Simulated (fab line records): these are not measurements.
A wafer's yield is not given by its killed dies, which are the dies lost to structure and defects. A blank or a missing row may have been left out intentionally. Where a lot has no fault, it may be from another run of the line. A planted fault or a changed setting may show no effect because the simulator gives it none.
Code-filled problem report in 8D (eight disciplines) form | flow n5 finfet | the parts of the form that need people (team, actions taken, sign-off) are left out
Where a reading is given only as a bound, like >300, the bound stands for it, and a mean or a difference that rests on one is marked > or <: the true number lies beyond.

1. PROBLEM STATEMENT
Wafers without a fault read 40, standard deviation 20; raw defect count at N5_ZERO_LAYER_INSPECT_20 reads a mean of 437 on 3 wafers belonging to 2 lots. That puts it +20 standard deviations away from the usual mean.
The step: inspects for defects (darkfield).
Earliest sighting: wafer L573.2 on defect inspect-01 at day 4 01:23. The record holds 24 wafers of 8 lots with a number at this step. Rule for "out" (also "out of limits"): further than 4 standard deviations from the usual mean. Any other wafer with a number is counted as sound.

2. WHAT IT IS, WHAT IT ISN'T
question                    | is                     | is not
which readings at this step | raw defect count       | -
which lots                  | L573, L575             | L563, L566, L567, L582, L585, L586
which wafers of those lots  | L573.2, L573.3, L575.1 | L573.6, L575.2, L575.6
read on which gauges        | defect inspect-01      | defect inspect-02
when                        | from day 4 01:23       | up to then (10 sound wafers); but 11 sound wafers of L575, L582, L585, L586 came after

3. WHAT RULES OUT EACH SUSPECT
Counting: any tool at a process step up to the reading remains a suspect provided it ran every lot that is out. Sound lots after the first of them don't rule it out here, since some wafers of a struck lot are sound.
- the gauge at N5_ZERO_LAYER_INSPECT_20 has been ruled out. All the wafers that are out were read on defect inspect-01, but those of them that N5_WELL_APT_INSPECT_38 has rows for are out there too, on other tools.
- plasma asher-02 at N5_ZERO_LAYER_STRIP_24 (strips in O2): kept. Ran every lot that is out, first one L573 (day 4 01:01); last sound lot up to then L567 (day 2 12:55).
- The sound lot-mates ran in chamber 0 of plasma asher-02 at N5_ZERO_LAYER_STRIP_24, but the wafers that are out ran in chamber 1.
Left after counting: plasma asher-02 at N5_ZERO_LAYER_STRIP_24.

4. THE CAUSE (what the simulator had put in)
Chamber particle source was plasma asher-02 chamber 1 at N5_ZERO_LAYER_STRIP_24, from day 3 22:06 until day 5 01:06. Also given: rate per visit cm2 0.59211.
After counting, this tool was the only one left.

5. THE CHAIN OF EFFECTS, in route order
Each row: a reading whose mean over the struck wafers that have a number lies more than 3 standard deviations from the usual. Only readings for which the record gives a usual standard deviation are gone through. hours: the time from each lot's start at the first step in this table that gives one to its start at this step, as a median over the lots. sigmas: the change in usual standard deviations.
hours | step                     | reading              | usual  | on struck wafers | change | sigmas
0     | N5_ZERO_LAYER_INSPECT_20 | raw defect count     | 40     | 437              | +397   | +20
0     | N5_WELL_APT_INSPECT_10   | raw defect count     | 1.9    | >300             | >+298  | +99 or more
3     | N5_WELL_APT_INSPECT_38   | raw defect count     | 13     | 389              | +376   | +77
268   | N5_PASSIVATION_PROBE_49  | defect limited yield | 91.7 % | 83.6             | -8.1   | -6.8
268   | N5_PASSIVATION_PROBE_49  | killed at front end  | 36     | 146              | +110   | +10
268   | N5_PASSIVATION_PROBE_49  | killed dies          | 97     | 194              | +97    | +6.9
268   | N5_PASSIVATION_PROBE_49  | sort_bin_5_function  | 4.8 %  | 10.3             | +5.5   | +6.7
268   | N5_PASSIVATION_PROBE_49  | sort n pass          | 1083   | 986              | -97    | -6.9
268   | N5_PASSIVATION_PROBE_49  | sort yield pct       | 91.7 % | 83.6             | -8.1   | -6.8
Process steps it contains:
- N5_PASSIVATION_PROBE_49
Later measuring or inspecting steps at which every struck wafer that the step has a row for has a number for every such reading, and none has moved that far: N5_BEOL_M4_RC_MEAS_101.

6. HOW IT WOULD HAVE BEEN CAUGHT EARLIER
3 hours passed between the start of the fault at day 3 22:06 and the first reading out of limits at a measuring or inspecting step in this record, taken at day 4 01:23.
An alarm limit of 4 standard deviations would not have fired on the tool readings at N5_ZERO_LAYER_STRIP_24 for which the record gives a usual standard deviation, since none of them was out on any struck wafer.
L575, from the lots that are out (2), started N5_ZERO_LAYER_STRIP_24 on plasma asher-02 later than day 4 01:23. Putting the tool on hold at that point would have spared it.
